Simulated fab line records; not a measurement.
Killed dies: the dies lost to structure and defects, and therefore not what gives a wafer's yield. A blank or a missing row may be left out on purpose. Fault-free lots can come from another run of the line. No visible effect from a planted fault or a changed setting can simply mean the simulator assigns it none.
Matching of chambers    flow n5Finfet    rieDiel-02 running N5_ZERO_LAYER_DESCUM_16: 4 sister chambers
The step chemistry O2, time 7.9 s. 4 wafers are shown with their chamber, then 12 later ones without.

== WAFERS WITH THEIR CHAMBER ==
wafer   chamber  drypumpMotorCurrentA (A)
L088.4  2        5.2
L092.1  1        5.4
L092.2  0        5.9
L092.3  3        5.8

== WAFERS WITH NO CHAMBER GIVEN ==
wafer   drypumpMotorCurrentA (A)
L094.2  5.4
L094.4  5.2
L094.6  5.4
L095.1  5.4
L095.2  5.9
L095.3  5.8
L095.4  5.1
L095.5  5.9
L095.6  5.4
L097.3  5.8
L097.4  5.2
L097.5  5.9

== CHAMBER TAKEN BY EACH ==
wafer   from the rows above  in truth
L094.2  1                    1
L094.4  2                    2
L094.6  1                    1
L095.1  1                    1
L095.2  0                    0
L095.3  3                    3
L095.4  2                    2
L095.5  0                    0
L095.6  1                    1
L097.3  3                    3
L097.4  2                    2
L097.5  0                    0
Correct placement for 12 of the 12. Can't be placed from these rows: 0. Number placed wrongly: 0.
How it was worked out, from the rows above alone: a wafer's distance from a chamber is the root of the sum, over the readings, of the square of ((its reading less the chamber's mean) divided by the reading's scatter). The wafer belongs to the nearest chamber; if the next one is less than 2 further off, it can't be placed. For every chamber, the mean is computed from those of its wafers that are shown. The scatter (one wafer shown for each chamber): square how far every hidden wafer sits from the nearest shown wafer, average those squares and take the square root.
